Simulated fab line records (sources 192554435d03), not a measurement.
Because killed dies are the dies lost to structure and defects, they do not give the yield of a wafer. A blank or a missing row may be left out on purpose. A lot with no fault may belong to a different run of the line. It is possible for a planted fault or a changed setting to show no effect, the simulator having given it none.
Split-lot trial ; flow n5_finfet ; 21 wafers read from 7 lots, route of 1938 steps

SPLIT DETAILS
At N5_PMOS_HMC_CHANNEL_EPI_EXPOSE_06 (exposes mask PMOS HMC BLK, target cd 240 nm), the setting dose_mj was moved away from the recipe's 41 on 8 of the 21 wafers read, by -3.1% to +7.3%. The other wafers ran this setting at the recipe's value.

FROM THE SPLIT TO THE READING: what the file shows between them, 2 steps
- N5_PMOS_HMC_CHANNEL_EPI_PEB_07: peb time 60 s
- N5_PMOS_HMC_CHANNEL_EPI_DEVELOP_08: develop time 30 s

THE READING
At N5_PMOS_HMC_CHANNEL_EPI_CD_MEAS_09: cd_nm in nanometres, against a target cd of 237.4 nm. Fault-free wafers of this fab line usually give 237.4 nm, standard deviation 1 nm.

wafer;tool, chamber at the split;dose_mj as run;against the recipe;cd_nm, nm;against lot-mates on the recipe
L079.1;arfi_scanner-03, 0;41;recipe;238.6;-
L079.4;arfi_scanner-03, 0;41;recipe;237.7;-
L079.6;arfi_scanner-03, 0;41;recipe;237.2;-
L084.2;arfi_scanner-01, 0;41;recipe;235.4;-
L084.3;arfi_scanner-01, 0;41;recipe;236.9;-
L084.4;arfi_scanner-01, 0;43.99;+7.3%;242.2;+6.0
L086.1;arfi_scanner-01, 0;41;recipe;236.0;-
L086.3;arfi_scanner-01, 0;39.72;-3.1%;233.9;-2.1
L086.4;arfi_scanner-01, 0;39.72;-3.1%;234.8;-1.2
L088.2;arfi_scanner-03, 0;42.04;+2.5%;238.2;no lot-mate on the recipe
L088.4;arfi_scanner-03, 0;42.04;+2.5%;238.7;no lot-mate on the recipe
L088.6;arfi_scanner-03, 0;42.04;+2.5%;239.5;no lot-mate on the recipe
L095.1;arfi_scanner-03, 0;41;recipe;239.0;-
L095.3;arfi_scanner-03, 0;41;recipe;237.3;-
L095.6;arfi_scanner-03, 0;40.05;-2.3%;235.3;-2.8
L096.3;arfi_scanner-01, 0;39.91;-2.7%;235.6;-3.5
L096.5;arfi_scanner-01, 0;41;recipe;239.2;-
L096.6;arfi_scanner-01, 0;41;recipe;239.0;-
L097.2;arfi_scanner-01, 0;41;recipe;236.7;-
L097.5;arfi_scanner-01, 0;41;recipe;238.1;-
L097.6;arfi_scanner-01, 0;41;recipe;237.3;-

THE FIT
A straight line over all 21 wafers: cd_nm changes by +0.714 nm for each +1% of dose_mj; r = +0.85; the points scatter about the line by 1 nm.
The same after taking each lot's own level away (the mean of its wafers on the recipe; 18 wafers): +0.825 nm for each +1%; r = +0.93; scatter 0.76 nm.
On that fit, the largest move of dose_mj shifts the reading by 6 nm.
The lots' own levels span 236.00 to 239.10 nm, that is 3.1 times the standard deviation above.
In other words, the slope is changed by the lot-to-lot level; the two fits disagree.
Check: +5.87 nm against its lot-mates is what the line predicts for one of the wafers moved furthest among these (+7.3%) when that wafer is left out of the fit. Against them it came out at +6.05 nm.

THE WHOLE CHAIN: every reading that the file lists as answering this split, in the file's order
step;what it does;reading;change (the file's fit);r (the file's)
N5_PMOS_HMC_CHANNEL_EPI_CD_MEAS_09;target cd 237.4 nm;cd_nm;+0.86 nm for each +1% of the setting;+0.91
N5_PMOS_HMC_CHANNEL_EPI_DESCUM_14;chemistry O2, time 7.9 s;PMOS_HMC_CHANNEL_EPI.cd_nm (the simulator's own value, which no gauge read);+0.852 nm for each +1% of the setting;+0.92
N5_PMOS_HMC_CHANNEL_EPI_ETCH_32;etches BARC in N2/H2, stops on SiO2, target depth 85.8 nm, time 50.3 s;PMOS_HMC_CHANNEL_EPI.cd_nm (the simulator's own value, which no gauge read);+0.864 nm for each +1% of the setting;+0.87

THE FILE'S OWN FIT
cd_nm changes by +0.86 nm for each +1% of dose_mj, r = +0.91.
